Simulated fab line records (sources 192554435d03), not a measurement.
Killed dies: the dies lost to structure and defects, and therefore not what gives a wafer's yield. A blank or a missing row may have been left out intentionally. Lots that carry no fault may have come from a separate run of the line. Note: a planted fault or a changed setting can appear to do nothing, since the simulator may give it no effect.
A lot that was struck, set against a sound lot	flow n5-finfet	15 steps out of a route of 1938
Sound: the wafers L639.1, L639.2, L639.3. Struck: wafer L642.1 (L642.2, L642.3, from the same lot, were not struck and are left out); the cause is given at the end.
At each step with rows: each side's tool, then ch and its chambers, then its first start. Under that, the readings that differ: sound wafers	struck wafers	difference of the means	sigmas: that difference in standard deviations of wafers without a fault.
alike: readings whose means differ by less than 2 such deviations, and words and numbers that are the same on both sides. not compared: withheld readings, readings that some wafer has no value for, bounds like >300 that may hide the same value, and numbers for which the record gives no deviation and whose values overlap.
A row with sigmas, a row that says differs or no value, or rows on one side alone: a step with any of these is where the two part. Numbers that don't overlap but have no deviation are shown without sigmas and don't part them. Lack of a reading on every wafer of one side parts them only where that side has two or more wafers.

first, 1 step without rows for these wafers: N5_SD_EPI_P_DEVELOP_08 (develop time 30 s).
N5_SD_EPI_P_CD_MEAS_09: the cd target is 240 nm.
  sound on cd-sem-03 ch 0, day 5 00:41; struck on cd-sem-03 ch 0, day 5 19:10
  alike: cd-nm
N5_SD_EPI_P_OVL_MEAS_10:
  sound on overlay-01 ch 0, day 5 00:43; struck on overlay-01 ch 0, day 5 19:12
  alike: SD_P_BLK_OVL
N5_SD_EPI_P_INSPECT_11: inspects for defects (macro).
  sound on defect-inspect-01 at day 5 00:45; struck on defect-inspect-01 at day 5 19:13
  alike: raw-defect-count
N5_SD_EPI_P_DESCUM_14: chemistry O2, time 7.9 s.
  sound on rie-diel-06 ch 0,1,3, day 5 00:47; struck on rie-diel-05 ch 1, day 5 19:16
reading	sound	struck	difference	sigmas
rf-hours-counter-h (h)	125 146 11	182	+88	
rf-vpp-V (V)	242.5 244.6 243.8	241.1	-2.5	-2
  alike: drypump-motor-current-A, oes-product-au, showerhead-plenum-p-Torr, throttle-valve-pct
then, 1 step without rows for these wafers: N5_SD_EPI_P_ETCH_36 (etches SiARC in CF4, target depth 45.5 nm, time 75.8 s).
N5_SD_EPI_P_ETCH_37: etches SOC in N2/H2, overetch 108 nm, time 486 s.
  sound on rie-diel-06 ch 0,1,3, day 5 00:52; struck on rie-diel-05 ch 1, day 5 19:21
reading	sound	struck	difference	sigmas
rf-hours-counter-h (h)	125 146 11	182	+88	
throttle-valve-pct (%)	23.57 23.95 23.73	24.20	+0.45	+2
  alike: drypump-motor-current-A, oes-product-au, rf-vpp-V, showerhead-plenum-p-Torr
then, 1 step without rows for these wafers: N5_SD_EPI_P_STRIP_38 (strips in N2/H2).
N5_SD_EPI_P_ETCHBACK_46: etches SiNx in CH3F/O2, stops on SiO2, target depth 17.5 nm.
  sound on rie-diel-06 ch 0,1,3, day 5 01:12; struck on rie-diel-05 ch 1, day 5 19:40
reading	sound	struck	difference	sigmas
rf-hours-counter-h (h)	125 146 11	182	+88	
throttle-valve-pct (%)	16.03 16.49 16.05	16.65	+0.46	+2
  alike: O2_flow_sccm, drypump-motor-current-A, oes-product-au, rf-vpp-V, showerhead-plenum-p-Torr
N5_SD_EPI_P_ETCH_47: etches SiOCN in CH3F/O2, target depth 25 nm.
  sound on rie-diel-06 ch 0,1,3, day 5 01:18; struck on rie-diel-05 ch 1, day 5 19:46
reading	sound	struck	difference	sigmas
rf-hours-counter-h (h)	125 146 11	182	+88	
throttle-valve-pct (%)	16.03 16.47 16.04	16.61	+0.43	+2
  alike: O2_flow_sccm, drypump-motor-current-A, oes-product-au, rf-vpp-V, showerhead-plenum-p-Torr
N5_SD_EPI_P_ETCH_16: etches SiO2 in CHF3/O2, target depth 5 nm.
  sound on rie-diel-06 ch 0,1,3, day 5 01:24; struck on rie-diel-05 ch 1, day 5 19:52
reading	sound	struck	difference	sigmas
rf-hours-counter-h (h)	125 146 11	182	+88	
throttle-valve-pct (%)	18.51 19.05 18.62	19.20	+0.47	+2
  alike: O2_flow_sccm, drypump-motor-current-A, oes-product-au, rf-vpp-V, showerhead-plenum-p-Torr
then, 1 step without rows for these wafers: N5_SD_EPI_P_STRIP_50 (strips in CHF3/O2).
N5_SD_EPI_P_SD_RECESS_17: chemistry HBr/Cl2/O2, target depth 39.1 nm, bt time 3 s.
  sound on rie-si-03 ch 1,2,3, day 5 01:28; struck on rie-si-03 ch 1, day 5 19:56
reading	sound	struck	difference	sigmas
O2_flow_sccm (sccm)	12.07 11.99 11.99	11.92	-0.10	-3
oes-product-au (a.u.)	1.003 0.978 1.009	1.075	+0.078	+6
model.etch.depth-nm (nm)	38.44 38.28 41.04	49.89	+10.64	
model.SD_EPI_P.feature-depth-nm (nm)	38.4 38.2 41	49.8	+10.6	
  alike: drypump-motor-current-A, mfc-cl2-sccm, throttle-valve-pct
  not compared: rf-hours-counter-h
then, 2 steps without rows for these wafers: N5_SD_EPI_P_WET_ETCH_45 (etches SiO2 in dHF, time 10.7 s, target depth 2 nm, rinse time 30 s); N5_PASSIVATION_PROBE_49.

== WHERE THEY PART ==
Earliest at N5_SD_EPI_P_DESCUM_14; latest, in this record, at N5_SD_EPI_P_SD_RECESS_17.

WHY: what had been put in by the simulator
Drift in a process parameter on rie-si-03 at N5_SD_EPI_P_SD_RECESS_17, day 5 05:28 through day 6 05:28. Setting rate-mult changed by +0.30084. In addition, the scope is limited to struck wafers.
